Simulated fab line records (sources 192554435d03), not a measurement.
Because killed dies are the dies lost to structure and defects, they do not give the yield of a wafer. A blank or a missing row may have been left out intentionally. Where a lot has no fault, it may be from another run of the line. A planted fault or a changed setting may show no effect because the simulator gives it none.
Matching of chambers / flow n5-finfet / N5_BEOL_M11_ILD_DEP_00 on pecvd-02 has 3 sister chambers
The step deposits SiCOH lowk from DEMS/porogen, target thk 308.51 nm, time 58 s. 6 wafers are shown with their chamber, then 7 later ones without.

## EACH WAFER AND ITS CHAMBER
wafer=L085.4; chamber=1; throttle-valve-pct (%)=15.0; showerhead-plenum-p-Torr (Torr)=5.763
wafer=L084.1; chamber=2; throttle-valve-pct (%)=13.3; showerhead-plenum-p-Torr (Torr)=5.762
wafer=L084.3; chamber=0; throttle-valve-pct (%)=14.0; showerhead-plenum-p-Torr (Torr)=5.711
wafer=L084.4; chamber=0; throttle-valve-pct (%)=13.6; showerhead-plenum-p-Torr (Torr)=5.723
wafer=L087.1; chamber=1; throttle-valve-pct (%)=15.3; showerhead-plenum-p-Torr (Torr)=5.752
wafer=L087.2; chamber=2; throttle-valve-pct (%)=13.7; showerhead-plenum-p-Torr (Torr)=5.743

## WAFERS MISSING THEIR CHAMBER
wafer=L087.5; throttle-valve-pct (%)=13.8; showerhead-plenum-p-Torr (Torr)=5.763
wafer=L086.2; throttle-valve-pct (%)=13.7; showerhead-plenum-p-Torr (Torr)=5.761
wafer=L086.4; throttle-valve-pct (%)=13.7; showerhead-plenum-p-Torr (Torr)=5.763
wafer=L086.5; throttle-valve-pct (%)=15.4; showerhead-plenum-p-Torr (Torr)=5.781
wafer=L092.1; throttle-valve-pct (%)=13.9; showerhead-plenum-p-Torr (Torr)=5.710
wafer=L092.2; throttle-valve-pct (%)=13.7; showerhead-plenum-p-Torr (Torr)=5.762
wafer=L092.4; throttle-valve-pct (%)=13.9; showerhead-plenum-p-Torr (Torr)=5.748

## WHICH CHAMBER EACH ONE RAN IN
wafer=L087.5; from the rows above=2; in truth=2
wafer=L086.2; from the rows above=2; in truth=2
wafer=L086.4; from the rows above=2; in truth=2
wafer=L086.5; from the rows above=1; in truth=1
wafer=L092.1; from the rows above=0; in truth=0
wafer=L092.2; from the rows above=2; in truth=2
wafer=L092.4; from the rows above=can't be placed: 2 or 0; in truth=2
Correctly placed: 6 of 7. These rows do not allow placing 1 (true chamber among the candidates in 1). 0 placed wrongly.
How it was worked out, from the rows above alone: a wafer's distance from a chamber is the root of the sum, over the readings, of the square of ((its reading less the chamber's mean) divided by the reading's scatter). If the next closest chamber is less than 2 further off than the closest, the wafer can't be placed; otherwise it belongs to the closest. A chamber's mean is the mean of its shown wafers. The scatter: take each reading less its chamber's mean, square it, sum over the shown wafers, divide by the number of wafers less the number of chambers, and take the root.
